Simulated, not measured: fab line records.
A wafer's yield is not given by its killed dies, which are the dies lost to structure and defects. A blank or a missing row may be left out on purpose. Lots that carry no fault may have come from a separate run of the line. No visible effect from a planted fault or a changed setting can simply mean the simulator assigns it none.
The tool behind it: which one? + flow nand_harc + 11 lots, 33 wafers sampled, at 5 steps of a route of 1159

== WHAT EACH GAUGE READ, for each wafer ==
NHARC_END_SORT_01.
| lot  | measured     | on        | defect_limited_yield (%) |
|------|--------------|-----------|--------------------------|
| L763 | day 26 02:08 | prober-02 | 96.0 97.3 94.7           |

== WHICH TOOL RAN EACH LOT (tool, then ch and the chambers of the sampled wafers, then the start) ==
| lot  | NHARC_A_CONTACT_ETCH_110           | NHARC_A_CONTACT_STRIP_26                      | NHARC_A_CONTACT_ALD_18              | NHARC_A_M0_SOFTBAKE_04            |
|------|------------------------------------|-----------------------------------------------|-------------------------------------|-----------------------------------|
| L762 | rie_diel-06 ch 0,1,2, day 20 14:28 | rie_diel-06 ch 1,2,3, day 20 15:16 or earlier | ald_metal-03 ch 0,3, day 20 15:16   | litho_track-04 ch 0, day 23 04:00 |
| L759 | rie_diel-05 ch 0,2, day 21 01:55   | rie_diel-05 ch 0,2,3, day 21 02:38 or earlier | ald_metal-03 ch 1,3, day 21 02:38   | litho_track-01 ch 0, day 23 08:00 |
| L766 | rie_diel-05 ch 2,3, day 21 09:06   | rie_diel-05 ch 1,3, day 21 09:56 or earlier   | ald_metal-03 ch 0,2, day 21 09:56   | litho_track-01 ch 0, day 23 09:00 |
| L763 | rie_diel-05 ch 0,1,2, day 21 15:50 | rie_diel-05 ch 0,1, day 21 16:30 or earlier   | ald_metal-03 ch 0,2,3, day 21 16:30 | litho_track-01 ch 0, day 23 20:00 |
| L765 | rie_diel-05 ch 1,2, day 21 16:41   | rie_diel-05 ch 1,3, day 21 17:20 or earlier   | ald_metal-01 ch 0,3, day 21 17:20   | litho_track-06 ch 0, day 23 20:00 |
| L767 | rie_diel-06 ch 0,1,3, day 21 22:22 | rie_diel-06 ch 0,1,3, day 21 23:02 or earlier | ald_metal-01 ch 0,3, day 21 23:02   | litho_track-06 ch 0, day 23 22:00 |
| L771 | rie_diel-04 ch 0,2,3, day 22 07:07 | rie_diel-04 ch 0,1,3, day 22 07:48 or earlier | ald_metal-01 ch 0,2,3, day 22 07:48 | litho_track-06 ch 0, day 24 03:00 |
| L772 | rie_diel-06 ch 1,2,3, day 23 00:38 | rie_diel-06 ch 0,2,3, day 23 01:17 or earlier | ald_metal-01 ch 0,2,3, day 23 01:17 | litho_track-06 ch 0, day 25 02:00 |
| L778 | rie_diel-06 ch 0,1,3, day 23 19:22 | rie_diel-06 ch 1,2, day 23 20:01 or earlier   | ald_metal-03 ch 2,3, day 23 20:01   | litho_track-04 ch 0, day 25 11:00 |
| L770 | rie_diel-06 ch 0,1,3, day 24 07:44 | rie_diel-06 ch 1,3, day 24 08:32 or earlier   | ald_metal-02 ch 0,2,3, day 24 08:32 | litho_track-04 ch 0, day 26 01:00 |
| L781 | rie_diel-05 ch 0,2, day 24 16:55   | rie_diel-05 ch 2,3, day 24 17:39 or earlier   | ald_metal-02 ch 0,3, day 24 17:39   | litho_track-04 ch 0, day 26 11:00 |
- NHARC_A_CONTACT_ETCH_110: etches the open film in CF4/O2, target depth 50 nm, overetch 5 nm, time 27.5 s.
- NHARC_A_CONTACT_STRIP_26: strips in O2.
- NHARC_A_CONTACT_ALD_18: deposits TiN, target thk 3 nm, pulse time 1 s, ald cycles 150.
- NHARC_A_M0_SOFTBAKE_04: time 55 s.

== THE ANSWER, worked out from the rows above alone ==
Rule: the lots themselves supply what counts as usual. The widest of any qualifying gaps counts: lots, ordered by their means at a reading, are off when they make up no more than a third of the lots, leave a main group of 4 or more, and stand apart from it by 3 or more times the standard deviation of that group's means. If all means in a main group match to the digits the tables above print for the reading, that group is not used. Also off: a lot with no number at a reading for which 4 or more lots have one. Any other lot the step has rows for is counted as sound.
Nothing can be told from this: no lot is off at any reading shown.

== WHAT THE SIMULATOR PUT IN ==
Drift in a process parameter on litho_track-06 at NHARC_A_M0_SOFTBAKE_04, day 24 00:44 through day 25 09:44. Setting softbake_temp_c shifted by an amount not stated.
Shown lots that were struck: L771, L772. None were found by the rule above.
